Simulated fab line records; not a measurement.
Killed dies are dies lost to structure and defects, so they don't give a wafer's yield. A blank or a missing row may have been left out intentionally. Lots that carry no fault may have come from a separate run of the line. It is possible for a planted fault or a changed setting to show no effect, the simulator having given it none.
Chamber matching -- flow n5_finfet -- 4 sister chambers for N5_BEOL_M1_ETCH_74 on rie_diel-03
The step etches underlayer in N2/H2, target depth 6.5 nm, time 5.2 s. 18 wafers are shown with their chamber, then 9 later ones without.

== WAFERS, EACH WITH ITS CHAMBER ==
wafer,chamber,drypump_motor_current_A (A),etch_rf_on_time_s (s),throttle_valve_pct (%)
L074.1,0,5.7,5.49,17.79
L074.3,1,6.3,5.21,18.17
L074.5,0,5.7,5.56,17.82
L079.1,0,5.7,5.54,17.81
L079.2,3,5.7,4.98,17.64
L079.3,2,6.0,4.96,18.08
L081.1,1,6.3,5.12,18.19
L081.5,0,5.7,5.50,17.83
L081.6,1,6.3,5.12,18.20
L083.1,3,5.7,5.00,17.66
L083.2,2,6.0,4.93,18.06
L083.5,1,6.3,5.18,18.21
L084.1,1,6.3,5.16,18.21
L084.3,0,5.7,5.41,17.84
L084.4,3,5.8,5.02,17.70
L086.1,2,6.0,4.92,17.69
L086.3,3,5.8,5.01,17.68
L086.5,3,5.8,4.99,17.68

SIGNATURES (averages over the wafers above)
reading,chamber 0,chamber 1,chamber 2,chamber 3,scatter within a chamber
drypump_motor_current_A,5.700,6.300,6.000,5.760,0.0293
etch_rf_on_time_s,5.5000,5.1580,4.9367,5.0000,0.039
throttle_valve_pct,17.8180,18.1960,17.9433,17.6720,0.085
Rule: for a wafer and a chamber, the distance is found by dividing, reading by reading, the gap between the wafer's reading and the chamber's mean by the reading's scatter, squaring, summing and taking the root. The wafer belongs to the nearest chamber; if the next one is less than 2 further off, it can't be placed. The scatter is the square root of a quotient: the sum, over the shown wafers, of each reading's squared deviation from its chamber's mean, divided by wafers minus chambers.

== WAFERS WITH NO CHAMBER GIVEN ==
wafer,drypump_motor_current_A (A),etch_rf_on_time_s (s),throttle_valve_pct (%)
L088.3,5.8,4.92,17.68
L088.5,5.7,5.50,17.84
L088.6,5.7,4.95,17.69
L089.1,6.0,4.98,17.71
L089.2,5.7,5.09,17.70
L089.5,6.0,4.99,17.70
L096.2,6.0,4.97,17.74
L096.3,5.7,5.52,17.88
L096.6,6.2,5.18,18.23

== THE CHAMBER EACH PASSED THROUGH ==
wafer,from the rows above,in truth
L088.3,3,3
L088.5,0,0
L088.6,3,3
L089.1,2,2
L089.2,3,3
L089.5,2,2
L096.2,2,2
L096.3,0,0
L096.6,1,1
9 of 9 placed correctly. Left unplaced by these rows: 0. Wrongly placed: 0.
